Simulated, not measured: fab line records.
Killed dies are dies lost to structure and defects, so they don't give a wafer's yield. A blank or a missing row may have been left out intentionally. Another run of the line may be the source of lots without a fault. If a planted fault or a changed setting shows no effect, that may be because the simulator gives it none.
Chamber matching ; flow n5-finfet ; rie-diel-05 running N5_BEOL_M9_ETCH_61: 3 sister chambers
The step etches SiARC in CF4, target depth 39 nm, time 65 s. 6 wafers are shown with their chamber, then 5 later ones without.

## WAFERS WITH THEIR CHAMBER
wafer;chamber;showerhead-plenum-p-Torr (Torr);etch-rf-on-time-s (s)
L074.5;2;2.18;65.6
L078.1;2;2.18;65.3
L084.3;3;2.22;66.2
L084.4;0;2.05;66.5
L092.2;0;2.05;66.3
L092.3;3;2.21;67.4

## WAFERS WITHOUT THEIR CHAMBER
wafer;showerhead-plenum-p-Torr (Torr);etch-rf-on-time-s (s)
L093.1;2.21;66.6
L093.3;2.05;65.7
L093.6;2.21;66.8
L094.2;2.17;64.7
L094.3;2.05;66.9

## EACH ONE'S CHAMBER
wafer;from the rows above;in truth
L093.1;3;3
L093.3;0;0
L093.6;3;3
L094.2;2;2
L094.3;0;0
5 of 5 placed correctly. From these rows, 0 cannot be placed. Wrongly placed: 0.
How it was worked out, from the rows above alone: a wafer's distance from a chamber is the root of the sum, over the readings, of the square of ((its reading less the chamber's mean) divided by the reading's scatter). If the next closest chamber is less than 2 further off than the closest, the wafer can't be placed; otherwise it belongs to the closest. For every chamber, the mean is computed from those of its wafers that are shown. The scatter is the square root of a quotient: the sum, over the shown wafers, of each reading's squared deviation from its chamber's mean, divided by wafers minus chambers.
